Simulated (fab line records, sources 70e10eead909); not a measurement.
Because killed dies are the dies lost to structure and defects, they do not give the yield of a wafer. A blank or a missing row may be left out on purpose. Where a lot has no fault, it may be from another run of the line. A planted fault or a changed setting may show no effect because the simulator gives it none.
Which tool did it?	flow nand_harc	Sampling: 11 lots, 33 wafers, 5 of 1302 route steps

WHAT EACH GAUGE READ, for each wafer
NHARC_A_M0_INSPECT_27.
lot	measured	on	raw_defect_count
L594	day 23 10:05	defect_inspect-01	451 384 725
L597	day 24 12:24	defect_inspect-02	428 543 509
L601	day 27 10:29	defect_inspect-01	523 449 494
L603	day 28 16:31	defect_inspect-02	3200 859 818
L607	day 29 14:15	defect_inspect-02	708 497 472
L609	day 29 20:43	defect_inspect-02	643 632 623
L611	day 30 01:37	defect_inspect-01	685 662 579
L614	day 31 02:38	defect_inspect-02	581 620 663
L615	day 32 09:49	defect_inspect-01	836 571 773
L616	day 32 11:55	defect_inspect-01	394 457 784
L617	day 33 23:52	defect_inspect-02	427 471 362

EACH LOT AND THE TOOL THAT RAN IT (in order: tool; ch and the chambers of the sampled wafers; start)
lot	NHARC_A_BLC_ALD_23	NHARC_A_M0_ETCH_34	NHARC_A_M0_ANNEAL_30	NHARC_A_M0_CMP_23
L594	ald_metal-02 ch 0,1,3, day 23 05:20	rie_diel-09 ch 2,3, day 23 07:42	rtp_anneal-02 ch 0, day 23 09:20	cmp-02 ch 0,3, day 23 09:39
L597	ald_metal-03 ch 0,3, day 24 07:33	rie_diel-05 ch 0,1,2, day 24 09:59	rtp_anneal-01 ch 0, day 24 11:35	cmp-03 ch 0,3, day 24 11:56
L601	ald_metal-02 ch 0,1, day 27 05:46	rie_diel-08 ch 2,3, day 27 08:05	rtp_anneal-01 ch 0, day 27 09:40	cmp-02 ch 0,1,3, day 27 10:02
L603	ald_metal-02 ch 1,2,3, day 28 11:49	rie_diel-05 ch 1,2,3, day 28 14:07	rtp_anneal-01 ch 0, day 28 15:41	cmp-02 ch 0,2,3, day 28 16:02
L607	ald_metal-01 ch 0,2,3, day 29 09:32	rie_diel-08 ch 1,2,3, day 29 11:50	rtp_anneal-01 ch 0, day 29 13:26	cmp-03 ch 1,2, day 29 13:46
L609	ald_metal-03 ch 0,2,3, day 29 15:50	rie_diel-09 ch 0,2,3, day 29 18:20	rtp_anneal-01 ch 0, day 29 20:04	cmp-01 ch 1,2, day 29 20:17
L611	ald_metal-01 ch 0,3, day 29 20:48	rie_diel-09 ch 2,3, day 29 23:08	rtp_anneal-01 ch 0, day 30 00:46	cmp-03 ch 0,1, day 30 01:06
L614	ald_metal-01 ch 0,1,3, day 30 21:22	rie_diel-08 ch 0,1,3, day 31 00:14	rtp_anneal-02 ch 0, day 31 01:49	cmp-01 ch 0,2,3, day 31 02:10
L615	ald_metal-02 ch 1,3, day 32 05:05	rie_diel-09 ch 0,1,2, day 32 07:26	rtp_anneal-01 ch 0, day 32 09:00	cmp-01 ch 0,3, day 32 09:23
L616	ald_metal-02 ch 0,1, day 32 07:18	rie_diel-08 ch 0,2,3, day 32 09:32	rtp_anneal-01 ch 0, day 32 11:11	cmp-01 ch 0,1,3, day 32 11:29
L617	ald_metal-01 ch 2,3, day 33 18:44	rie_diel-05 ch 2,3, day 33 21:29	rtp_anneal-02 ch 0, day 33 23:06	cmp-01 ch 1,2,3, day 33 23:26
- NHARC_A_BLC_ALD_23: deposits TiN, target thk 3 nm, pulse time 1 s, ald cycles 150.
- NHARC_A_M0_ETCH_34: etches the open film in N2/H2, target depth 40 nm, overetch 12 nm, time 43.94 s.
- NHARC_A_M0_ANNEAL_30: time 90 s.
- NHARC_A_M0_CMP_23: polishes, t overpolish 20 s, target thk 113.75 nm.

THE ANSWER, worked out from the rows above alone
Rule: the lots themselves supply what counts as usual. The widest of any qualifying gaps counts: lots, ordered by their means at a reading, are off when they make up no more than a third of the lots, leave a main group of 4 or more, and stand apart from it by 3 or more times the standard deviation of that group's means. Not used: any main group whose means are identical at the precision the tables above print for the reading. Also off: a lot with no number at a reading for which 4 or more lots have one. All remaining lots with rows at the step are treated as sound.
Off: L603, at NHARC_A_M0_INSPECT_27 (raw_defect_count). The main group has a mean of 565 with a standard deviation of 86.
A tool fits if, at a process step before that reading, it ran every lot that is off, and no sound lot after the first of them. The gauges at NHARC_A_M0_INSPECT_27 are tried like those tools. One fits: cmp-02 at NHARC_A_M0_CMP_23. Its last sound lot is L601 (day 27 10:02), its first lot that is off L603 (day 28 16:02): a fault that began between those two fits.

WHAT THE SIMULATOR HAD PUT IN
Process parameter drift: cmp-02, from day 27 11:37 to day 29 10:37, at NHARC_A_M0_CMP_23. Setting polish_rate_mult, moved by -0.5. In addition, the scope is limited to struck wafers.
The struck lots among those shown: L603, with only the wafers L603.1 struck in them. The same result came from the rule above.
